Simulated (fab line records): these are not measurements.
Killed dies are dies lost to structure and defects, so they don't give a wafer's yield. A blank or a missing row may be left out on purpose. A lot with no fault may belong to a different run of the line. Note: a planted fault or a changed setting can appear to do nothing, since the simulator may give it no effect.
The tool behind it: which one? / flow n5Finfet / 11 lots, 33 wafers sampled, at 4 steps of a route of 1938

WHAT THE GAUGES READ, wafer by wafer
N5_PMOS_HMC_CHANNEL_EPI_CD_MEAS_09 targets a cd of 237.4 nm.
lot=L896; measured=day 2 11:14; on=cdSem-02; cdNm (nm)=237.9 238.0 238.3
lot=L898; measured=day 3 00:07; on=cdSem-02; cdNm (nm)=236.8 237.2 238.0
lot=L901; measured=day 3 17:44; on=cdSem-02; cdNm (nm)=237.4 237.4 237.1
lot=L902; measured=day 3 23:20; on=cdSem-03; cdNm (nm)=236.3 238.9 239.1
lot=L904; measured=day 4 11:08; on=cdSem-03; cdNm (nm)=236.4 237.6 236.4
lot=L905; measured=day 4 17:32; on=cdSem-03; cdNm (nm)=237.4 236.9 235.9
lot=L908; measured=day 5 11:34; on=cdSem-02; cdNm (nm)=237.9 238.3 239.7
lot=L909; measured=day 5 17:38; on=cdSem-01; cdNm (nm)=238.1 237.0 236.3
lot=L910; measured=day 5 23:41; on=cdSem-01; cdNm (nm)=238.6 238.2 238.8
lot=L911; measured=day 6 05:17; on=cdSem-02; cdNm (nm)=238.0 237.6 238.3
lot=L915; measured=day 7 05:30; on=cdSem-03; cdNm (nm)=238.4 236.9 237.9

TOOL THAT RAN EACH LOT (tool first, then ch and the chambers of the sampled wafers, then the start)
lot=L896; N5_ZERO_LAYER_ETCH_18=rieSi-03 ch 0,1, day 2 06:47; N5_WELL_APT_DESCUM_30=rieDiel-03 ch 0,1,3, day 2 09:01; N5_WELL_APT_IMPLANT_32=implanter-01 ch 0, day 2 09:17
lot=L898; N5_ZERO_LAYER_ETCH_18=rieSi-04 ch 0,1, day 2 18:58; N5_WELL_APT_DESCUM_30=rieDiel-02 ch 0,1,3, day 2 21:12; N5_WELL_APT_IMPLANT_32=implanter-01 ch 0, day 2 21:32
lot=L901; N5_ZERO_LAYER_ETCH_18=rieSi-02 ch 1,2,3, day 3 12:49; N5_WELL_APT_DESCUM_30=rieDiel-06 ch 1,2,3, day 3 15:38; N5_WELL_APT_IMPLANT_32=implanter-02 ch 0, day 3 15:56
lot=L902; N5_ZERO_LAYER_ETCH_18=rieSi-04 ch 1,2,3, day 3 19:06; N5_WELL_APT_DESCUM_30=rieDiel-02 ch 1,2,3, day 3 21:09; N5_WELL_APT_IMPLANT_32=implanter-02 ch 0, day 3 21:26
lot=L904; N5_ZERO_LAYER_ETCH_18=rieSi-04 ch 0,1,3, day 4 06:47; N5_WELL_APT_DESCUM_30=rieDiel-02 ch 0,1,2, day 4 08:54; N5_WELL_APT_IMPLANT_32=implanter-02 ch 0, day 4 09:13
lot=L905; N5_ZERO_LAYER_ETCH_18=rieSi-03 ch 0,1,3, day 4 12:55; N5_WELL_APT_DESCUM_30=rieDiel-02 ch 0,1,2, day 4 15:20; N5_WELL_APT_IMPLANT_32=implanter-02 ch 0, day 4 15:37
lot=L908; N5_ZERO_LAYER_ETCH_18=rieSi-04 ch 0,3, day 5 06:56; N5_WELL_APT_DESCUM_30=rieDiel-03 ch 0,1, day 5 09:14; N5_WELL_APT_IMPLANT_32=implanter-02 ch 0, day 5 09:32
lot=L909; N5_ZERO_LAYER_ETCH_18=rieSi-04 ch 0,2,3, day 5 12:56; N5_WELL_APT_DESCUM_30=rieDiel-03 ch 0,1,3, day 5 15:05; N5_WELL_APT_IMPLANT_32=implanter-02, day 5 15:23
lot=L910; N5_ZERO_LAYER_ETCH_18=rieSi-04 ch 0,1, day 5 18:58; N5_WELL_APT_DESCUM_30=rieDiel-06 ch 2,3, day 5 21:32; N5_WELL_APT_IMPLANT_32=implanter-01, day 5 21:49
lot=L911; N5_ZERO_LAYER_ETCH_18=rieSi-03 ch 0,3, day 6 00:55; N5_WELL_APT_DESCUM_30=rieDiel-06 ch 0,1,2, day 6 03:19; N5_WELL_APT_IMPLANT_32=implanter-01, day 6 03:38
lot=L915; N5_ZERO_LAYER_ETCH_18=rieSi-04 ch 0,2,3, day 7 01:02; N5_WELL_APT_DESCUM_30=rieDiel-03 ch 0,1,3, day 7 03:11; N5_WELL_APT_IMPLANT_32=implanter-02 ch 0, day 7 03:27
- N5_ZERO_LAYER_ETCH_18: etches Si in HBr/Cl2, target depth 120 nm, time 40 s.
- N5_WELL_APT_DESCUM_30: chemistry O2, time 7.9 s.
- N5_WELL_APT_IMPLANT_32

THE ANSWER, worked out from the rows above alone
Rule: the usual values come from the lots themselves. The widest of any qualifying gaps counts: lots, ordered by their means at a reading, are off when they make up no more than a third of the lots, leave a main group of 4 or more, and stand apart from it by 3 or more times the standard deviation of that group's means. If all means in a main group match to the digits the tables above print for the reading, that group is not used. A lot without any number at a reading at which 4 lots or more have one is off too. The other lots that the step has rows for count as sound.
No lot is off on any of the readings shown, so nothing can be concluded from this.

WHAT THE SIMULATOR PUT IN
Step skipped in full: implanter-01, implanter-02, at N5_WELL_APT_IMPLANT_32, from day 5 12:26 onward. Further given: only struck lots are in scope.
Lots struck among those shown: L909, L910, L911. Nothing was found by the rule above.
